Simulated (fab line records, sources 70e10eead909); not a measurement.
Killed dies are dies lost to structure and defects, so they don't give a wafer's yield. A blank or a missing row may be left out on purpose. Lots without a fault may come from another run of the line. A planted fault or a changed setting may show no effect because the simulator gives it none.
Chamber matching | flow nand_harc | NHARC_P_M0_DEP_32 on pecvd-02: 3 sister chambers
The step deposits SiCN, target thk 30 nm. 6 wafers are shown with their chamber, then 9 later ones without.

WAFERS WITH THEIR CHAMBER
wafer  | chamber | heater_power_w (W) | rf_fwd_power_W (W)
L085.4 | 2       | 544                | 448.7
L087.3 | 0       | 731                | 449.4
L087.4 | 1       | 660                | 453.0
L089.1 | 2       | 543                | 449.0
L089.5 | 1       | 643                | 449.7
L089.6 | 0       | 665                | 450.1

WAFERS WITHOUT THEIR CHAMBER
wafer  | heater_power_w (W) | rf_fwd_power_W (W)
L090.4 | 734                | 447.8
L090.5 | 597                | 449.1
L090.6 | 578                | 449.8
L091.1 | 738                | 449.4
L091.3 | 536                | 450.1
L091.4 | 748                | 448.8
L094.4 | 592                | 448.7
L094.5 | 650                | 451.5
L094.6 | 671                | 450.7

WHICH CHAMBER EACH WENT THROUGH
wafer  | from the rows above          | in truth
L090.4 | 0                            | 0
L090.5 | can't be placed: 2 or 1 or 0 | 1
L090.6 | can't be placed: 2 or 1      | 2
L091.1 | can't be placed: 0 or 1      | 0
L091.3 | 2                            | 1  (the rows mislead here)
L091.4 | 0                            | 0
L094.4 | can't be placed: 2 or 1      | 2
L094.5 | 1                            | 1
L094.6 | can't be placed: 1 or 0      | 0
Placed correctly: 3 of 9. Can't be placed from these rows: 5 (the true chamber is among the candidates in 5). Placed wrongly: 1.
How it was worked out, from the rows above alone: a wafer's distance from a chamber is the root of the sum, over the readings, of the square of ((its reading less the chamber's mean) divided by the reading's scatter). The wafer belongs to the nearest chamber; if the next one is less than 2 further off, it can't be placed. A chamber's mean is the mean of its shown wafers. The scatter: the root of (the sum of the squares of (reading less its chamber's mean) over the shown wafers, divided by (wafers less chambers)).
